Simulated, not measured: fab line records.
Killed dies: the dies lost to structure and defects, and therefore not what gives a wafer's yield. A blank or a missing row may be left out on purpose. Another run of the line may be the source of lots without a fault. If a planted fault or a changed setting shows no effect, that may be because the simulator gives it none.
A struck lot beside a sound one | flow nand-harc | 22 out of 1302 route steps
Sound: the wafers L710.1, L710.4, L710.6. Wafers struck: L721.3, L721.4, L721.6. Last of all comes the cause.
Order at every step that has rows: each side's tool, ch and its chambers, its first start. Under that, the readings that differ: sound wafers | struck wafers | difference of the means | sigmas: that difference in standard deviations of wafers without a fault.
alike: readings with means less than 2 such deviations apart, plus words and numbers identical on both sides. not compared: withheld readings, readings lacking a value on some wafer, bounds such as >300 that could conceal the same value, and numbers that have no deviation in the record and whose values overlap.
Wherever a step has rows on one side only, a row that says differs or no value, or a row with sigmas, the two part there. Numbers that don't overlap but have no deviation are shown without sigmas and don't part them. Lack of a reading on every wafer of one side parts them only where that side has two or more wafers.

first, 10 steps without rows for these wafers: NHARC_P_M1_SRD_25; NHARC_P_M1_PRE_CLEAN_32 (time 12 s); NHARC_P_M1_DEP_33 (deposits SiCN, target thk 30 nm); NHARC_P_M2_DEP_00 (deposits SiOC, target thk 182.5 nm); NHARC_P_M2_DEHYDRATE_01 (time 120 s); NHARC_P_M2_HMDS_02 (time 30 s); NHARC_P_M2_COAT_34 (time 65 s); NHARC_P_M2_COAT_03 (resist thk 90 nm); NHARC_P_M2_SOFTBAKE_04 (time 55 s); NHARC_P_M2_EBR_05.
NHARC_P_M2_EXPOSE_06: exposes mask P M2, target cd 170 nm.
  sound on arfi-scanner-03 ch 0, day 6 22:45; struck on arfi-scanner-03 ch 0, day 11 07:08
  reading              | sound             | struck            | difference | sigmas
  exposure-dose-mJ-cm2 | 80.71 80.73 80.71 | 78.08 78.17 78.14 | -2.59      | -34
  alike: mask, reticle-temp-C
then, 2 steps without rows for these wafers: NHARC_P_M2_PEB_07 (peb time 65 s); NHARC_P_M2_DEVELOP_08 (develop time 35 s).
NHARC_P_M2_CD_MEAS_09: target cd 170 nm.
  sound on cd-sem-03 ch 0, day 6 22:53; struck on cd-sem-03 ch 0, day 11 07:16
  reading    | sound             | struck            | difference | sigmas
  cd-nm (nm) | 170.6 171.4 170.0 | 167.2 166.9 167.8 | -3.4       | -6
NHARC_P_M2_DESCUM_14: chemistry O2, time 3 s.
  sound on rie-diel-06 ch 1,2,3, day 6 23:06; struck on rie-diel-06 ch 0,3, day 11 07:27
  reading               | sound             | struck            | difference | sigmas
  model.P_M2.cd-nm (nm) | 170.3 170.9 169.7 | 167.3 167.5 167.8 | -2.8       |
  alike: drypump-motor-current-A, oes-product-au, rf-vpp-V, showerhead-plenum-p-Torr, throttle-valve-pct
  not compared: rf-hours-counter-h
then, 2 steps without rows for these wafers: NHARC_P_M2_ETCH_35 (etches the open film in N2/H2, target depth 40 nm, overetch 12 nm, time 43.94 s); NHARC_P_M2_ETCH_15 (etches the open film in C4F8/Ar, target depth 182.5 nm, time 91.2 s).
NHARC_P_M2_CD_MEAS_16:
  struck on cd-sem-01, day 11 07:46; sound on cd-sem-03, day 6 23:23
  reading    | sound             | struck            | difference | sigmas
  cd-nm (nm) | 171.0 170.7 169.7 | 167.2 167.0 167.5 | -3.2       | -4
then, 1 step without rows for these wafers: NHARC_P_M2_STRIP_18 (strips in N2/H2).
NHARC_P_M2_ETCH_28: etches the open film in CF4/N2, target depth 30 nm, time 72.99 s.
  sound on rie-diel-12 ch 1,2,3; struck on rie-diel-12 ch 0,2,3
  reading               | sound             | struck            | difference | sigmas
  model.P_M2.cd-nm (nm) | 171.1 170.9 168.1 | 167.3 166.3 167.9 | -2.9       |
  alike: drypump-motor-current-A, oes-product-au, rf-fwd-power-W, rf-vpp-V, showerhead-plenum-p-Torr, throttle-valve-pct
  not compared: rf-hours-counter-h
then, 1 step without rows for these wafers: NHARC_P_M2_STRIP_19 (strips in post etch residue remover, time 600 s).
NHARC_END_SORT_01:
  the record has rows for the sound wafers here (prober-02 ch 0, day 25 03:43) and none for the struck ones

== WHERE THEY PART ==
At NHARC_P_M2_EXPOSE_06 first; at NHARC_END_SORT_01 last (within this record only).

WHY: what had been put in by the simulator
Process parameter drift: arfi-scanner-03, from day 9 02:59 on, at NHARC_P_M2_EXPOSE_06. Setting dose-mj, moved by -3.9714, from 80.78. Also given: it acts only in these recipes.
